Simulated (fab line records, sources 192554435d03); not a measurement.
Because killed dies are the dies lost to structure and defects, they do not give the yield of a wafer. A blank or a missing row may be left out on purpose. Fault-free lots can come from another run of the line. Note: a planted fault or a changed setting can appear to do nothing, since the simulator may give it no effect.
A struck lot beside a sound one + flow n5_finfet + 37 steps out of a route of 1938
Sound: these wafers, L947.1, L947.3, L947.6. Wafers L953.2, L953.5, L953.6 were the ones struck. The cause is given at the end.
At each step with rows: each side's tool, then ch and its chambers, then its first start. Under that, the readings that differ: sound wafers + struck wafers + difference of the means + sigmas: that difference in standard deviations of wafers without a fault.
alike: same words and numbers on both sides, and readings whose means sit less than 2 such deviations apart. not compared: any withheld reading, any reading some wafer has no value for, any bound like >300 that may hide the same value, and any number with overlapping values for which the record gives no deviation.
Wherever a step has rows on one side only, a row that says differs or no value, or a row with sigmas, the two part there. Non-overlapping numbers with no deviation appear without sigmas and do not part them. Lack of a reading on every wafer of one side parts them only where that side has two or more wafers.

first, 9 steps without rows for these wafers: N5_WELL_APT_COAT_02 (resist thk 950 nm); N5_WELL_APT_EBR_04; N5_WELL_APT_SOFTBAKE_03 (time 60 s); N5_WELL_APT_EXPOSE_05 (exposes mask NWELL, defocus 0 nm, target cd 200 nm); N5_WELL_APT_PEB_06 (peb time 90 s); N5_WELL_APT_DEVELOP_07 (develop time 45 s); N5_WELL_APT_HARDBAKE_12 (time 120 s); N5_WELL_APT_DESCUM_13 (chemistry O2, time 7.9 s); N5_WELL_APT_IMPLANT_14.
N5_WELL_APT_IMPLANT_15:
  sound on implanter-01 ch 0, day 3 20:09; struck on implanter-01 ch 0, day 5 08:20
| reading                   | sound                | struck               | difference | sigmas      |
|---------------------------|----------------------|----------------------|------------|-------------|
| beam_energy_keV           | 24.993 25.001 25.010 | 40.037 40.040 40.039 | +15.037    | +99 or more |
| model.implant.rp_nm (nm)  | 18.18 18.18 18.18    | 26.41 26.41 26.41    | +8.23      |             |
| model.implant.drp_nm (nm) | 8.457 8.457 8.457    | 11.97 11.97 11.97    | +3.51      |             |
then, 25 steps without rows for these wafers: N5_WELL_APT_STRIP_16 (strips in SPM, time 900 s); N5_WELL_APT_HMDS_18 (time 60 s); N5_WELL_APT_COAT_19 (resist thk 950 nm); N5_WELL_APT_EBR_21; N5_WELL_APT_SOFTBAKE_20 (time 60 s); N5_WELL_APT_EXPOSE_22 (exposes mask PWELL, defocus 0 nm, target cd 200 nm); N5_WELL_APT_PEB_23 (peb time 90 s); N5_WELL_APT_DEVELOP_24 (develop time 45 s); N5_WELL_APT_HARDBAKE_29 (time 120 s); N5_WELL_APT_DESCUM_30 (chemistry O2, time 7.9 s); N5_WELL_APT_IMPLANT_31; N5_WELL_APT_IMPLANT_32; N5_WELL_APT_STRIP_33 (strips in SPM, time 900 s); N5_WELL_APT_RTA_34 (time 10 s); N5_WELL_APT_OXIDE_STRIP_42 (strips SiO2 in dHF, time 45 s, target depth 12 nm); N5_WELL_APT_PRECLEAN_36 (cleans in O3/DIW, time 45 s); N5_WELL_APT_PRECLEAN_39 (cleans in dHF, time 60 s); N5_WELL_APT_SRD_37 (time 30 s); N5_WELL_APT_EPI_41 (deposits Si from SiH4/H2, target thk 50 nm, time 297.7 s); N5_PMOS_HMC_CHANNEL_EPI_HM_DEP_34 (deposits SiO2 from TEOS/O2, target thk 36 nm, time 6.9 s); N5_PMOS_HMC_CHANNEL_EPI_COAT_31 (time 60 s, resist thk 66 nm); N5_PMOS_HMC_CHANNEL_EPI_COAT_03 (resist thk 205 nm); N5_PMOS_HMC_CHANNEL_EPI_EBR_05; N5_PMOS_HMC_CHANNEL_EPI_SOFTBAKE_04 (time 60 s); N5_PMOS_HMC_CHANNEL_EPI_EXPOSE_06 (exposes mask PMOS HMC BLK, target cd 240 nm).
-- here the record skips 6 days between the struck wafers' starts before and after, leaving off in module PMOS_HMC_CHANNEL_EPI and picking up in module BEOL_M4 (first step shown: number 1111 of the route) --
N5_BEOL_M4_RC_MEAS_101:
  sound on prober-02 ch 0, day 10 04:27; struck on prober-01 ch 0, day 11 16:19
| reading        | sound          | struck         | difference | sigmas |
|----------------|----------------|----------------|------------|--------|
| CJ_P           | 5.43 5.77 5.76 | 4.99 4.50 4.91 | -0.85      | -4     |
| IOFF_N (nA/um) | 0.15 0.11 0.14 | 0.19 0.20 0.21 | +0.07      | +2     |
| IOFF_P (nA/um) | 0.21 0.18 0.20 | 0.27 0.26 0.30 | +0.08      | +2     |
| VT_N (mV)      | 253 256 251    | 247 244 245    | -8         | -2     |
| VT_P (mV)      | -251 -251 -251 | -243 -246 -243 | +7         | +2     |
  alike: DIBL_N, DIBL_P, ION_N, ION_P, SS_N, SS_P
-- the record jumps here: 4 days lie between the struck wafers' starts before and after (it left off in module BEOL_M4 and takes up again in module PASSIVATION, whose first step shown is number 1936 of the route) --
N5_PASSIVATION_PROBE_49:
  sound on prober-02 at day 14 13:55; struck on prober-01 at day 16 00:18
| reading                 | sound       | struck | difference | sigmas |
|-------------------------|-------------|--------|------------|--------|
| killed_short            | 40 31 25    | 56     | +24        | +3     |
| sort_bin_5_function (%) | 4.8 5.3 3.7 | 6.5    | +1.9       | +2     |
  alike: defect_limited_yield, killed_at_M0_to_M3, killed_at_M4_up, killed_at_contacts, killed_at_front_end, killed_at_other, killed_dies, killed_open, sort_bin_6_memory, sort_bin_8_speed, sort_n_pass, sort_yield_pct

WHERE THEY PART
Last at N5_PASSIVATION_PROBE_49 as far as this record goes, first at N5_WELL_APT_IMPLANT_15.

WHY: the cause the simulator had injected
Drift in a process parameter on implanter-01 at N5_WELL_APT_IMPLANT_15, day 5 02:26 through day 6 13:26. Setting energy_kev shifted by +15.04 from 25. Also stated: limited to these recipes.
